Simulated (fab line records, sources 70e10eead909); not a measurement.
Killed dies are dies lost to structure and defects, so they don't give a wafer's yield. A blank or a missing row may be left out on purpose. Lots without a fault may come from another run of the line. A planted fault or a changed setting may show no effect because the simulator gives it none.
Chamber matching | flow nand_harc | NHARC_A_BONDPAD_DESCUM_11 on rie_diel-06: 4 sister chambers
The step chemistry O2, time 3 s. 4 wafers are shown with their chamber, then 9 later ones without.

WAFERS WITH THEIR CHAMBER
wafer  | chamber | drypump_motor_current_A (A)
L955.5 | 0       | 4.8
L958.1 | 2       | 6.3
L958.2 | 1       | 5.8
L958.3 | 3       | 5.4

WAFERS WITHOUT THEIR CHAMBER
wafer  | drypump_motor_current_A (A)
L957.2 | 6.3
L957.3 | 5.4
L957.6 | 4.8
L954.1 | 5.8
L954.3 | 4.8
L954.6 | 5.8
L961.2 | 4.8
L961.3 | 5.3
L961.5 | 6.3

WHICH CHAMBER EACH WENT THROUGH
wafer  | from the rows above | in truth
L957.2 | 2                   | 2
L957.3 | 3                   | 3
L957.6 | 0                   | 0
L954.1 | 1                   | 1
L954.3 | 0                   | 0
L954.6 | 1                   | 1
L961.2 | 0                   | 0
L961.3 | 3                   | 3
L961.5 | 2                   | 2
Placed correctly: 9 of 9. Can't be placed from these rows: 0. Placed wrongly: 0.
How it was worked out, from the rows above alone: a wafer's distance from a chamber is the root of the sum, over the readings, of the square of ((its reading less the chamber's mean) divided by the reading's scatter). The wafer belongs to the nearest chamber; if the next one is less than 2 further off, it can't be placed. A chamber's mean is the mean of its shown wafers. The scatter: with one shown wafer a chamber, the root of the mean of the squares of how far each hidden wafer lies from its nearest shown one.
